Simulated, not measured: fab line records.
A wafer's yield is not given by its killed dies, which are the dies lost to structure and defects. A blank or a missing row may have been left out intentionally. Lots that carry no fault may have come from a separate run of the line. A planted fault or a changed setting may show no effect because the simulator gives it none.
8D (eight disciplines) problem report, filled in by code + flow n5-finfet + the parts of the form that need people (team, actions taken, sign-off) are left out

== 1. THE ISSUE ==
head-pressure-psi at N5_SDB_CMP_30 reads a mean of 2.538 psi on 1 wafer of 1 lot; wafers without a fault read 4.149 psi with a standard deviation of 0.01. So: -99 or more standard deviations from the usual mean.
The step: polishes, stops on poly-Si, t overpolish 1.54 s, target thk 30 nm.
The first sign was on wafer L787.6 at day 6 09:28, on cmp-01. The record holds 31 wafers of 11 lots with a number at this step. The rule behind "out" and "out of limits": a value lying over 4 standard deviations away from the usual mean. The other wafers with a number count as sound.

== 2. WHAT IT IS, AND WHAT IT ISN'T ==
| question                    | is                | is not                                                                    |
|-----------------------------|-------------------|---------------------------------------------------------------------------|
| which readings at this step | head-pressure-psi | overpolish-run-s, retaining-ring-pressure-frac                            |
| which lots                  | L787              | L777, L779, L781, L782, L783, L784, L785, L786, L797, L800                |
| which wafers of those lots  | L787.6            | L787.1, L787.4                                                            |
| read on which tools         | cmp-01            | cmp-03, cmp-04                                                            |
| when                        | from day 6 09:28  | up to then (24 sound wafers); but 6 sound wafers of L797, L800 came after |

== 3. THE SUSPECTS, EACH WITH WHAT RULES IT OUT ==
Counting: a tool at a process step up to the reading stays a suspect if it ran every lot that is out. Sound lots after the first of them don't rule it out here, since some wafers of a struck lot are sound.
- rie-diel-04 at N5_SDB_ETCH_17 (etches SiARC in CF4, target depth 23.4 nm, time 39 s): kept. It ran the lot that is out, L787 (day 6 05:54); its last sound lot up to then is L784 (day 5 12:34).
- rie-si-02 at N5_SDB_CUT_ETCH_26 (etches Si in HBr/Cl2/O2, target depth 129.6 nm, bt time 20 s, time 51.8 s): kept. It ran the lot that is out, L787 (day 6 06:29); its last sound lot up to then is L786 (day 6 04:13).
- cmp-01 at N5_SDB_CMP_30 (polishes, stops on poly-Si, t overpolish 1.54 s, target thk 30 nm): kept. It ran the lot that is out, L787 (day 6 09:28); its last sound lot up to then is L786 (day 6 07:27). Its own head-pressure-psi readings are out on those wafers.
- Within rie-diel-04 at N5_SDB_ETCH_17: the wafers that are out ran in chamber 2; their sound lot-mates ran in chambers 0, 3.
- Within rie-si-02 at N5_SDB_CUT_ETCH_26: the wafers that are out ran in chamber 0; their sound lot-mates ran in chambers 2, 3.
- Within cmp-01 at N5_SDB_CMP_30: the wafers that are out ran in chamber 0; their sound lot-mates ran in chambers 2, 3.
rie-diel-04 at N5_SDB_ETCH_17, rie-si-02 at N5_SDB_CUT_ETCH_26 and cmp-01 at N5_SDB_CMP_30 are what is left after counting.

== 4. THE CAUSE (what the simulator had put in) ==
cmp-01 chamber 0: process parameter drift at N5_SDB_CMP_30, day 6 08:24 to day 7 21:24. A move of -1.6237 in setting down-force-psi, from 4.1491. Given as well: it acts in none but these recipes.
3 suspects survive the count, and this tool is in that group.

== 5. THE EFFECT CHAIN, in route order ==
Each row: a reading where the mean over the struck wafers with a number is more than 3 standard deviations away from the usual. Only readings whose record carries a usual standard deviation are examined. hours: median over the lots of the time between each lot's start at the first step of this table that gives one and its start at this step. sigmas: the change, counted in usual standard deviations.
| hours | step          | reading           | usual     | on struck wafers | change | sigmas      |
|-------|---------------|-------------------|-----------|------------------|--------|-------------|
| 0     | N5_SDB_CMP_30 | head-pressure-psi | 4.149 psi | 2.538            | -1.611 | -99 or more |
It contains these process steps:
- N5_SDB_CMP_30: polishes, stops on poly-Si, t overpolish 1.54 s, target thk 30 nm.

== 6. HOW IT WOULD HAVE BEEN CAUGHT EARLIER ==
In this record the first reading out of limits was taken at day 6 09:28, 1 hour after the fault began at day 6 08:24.
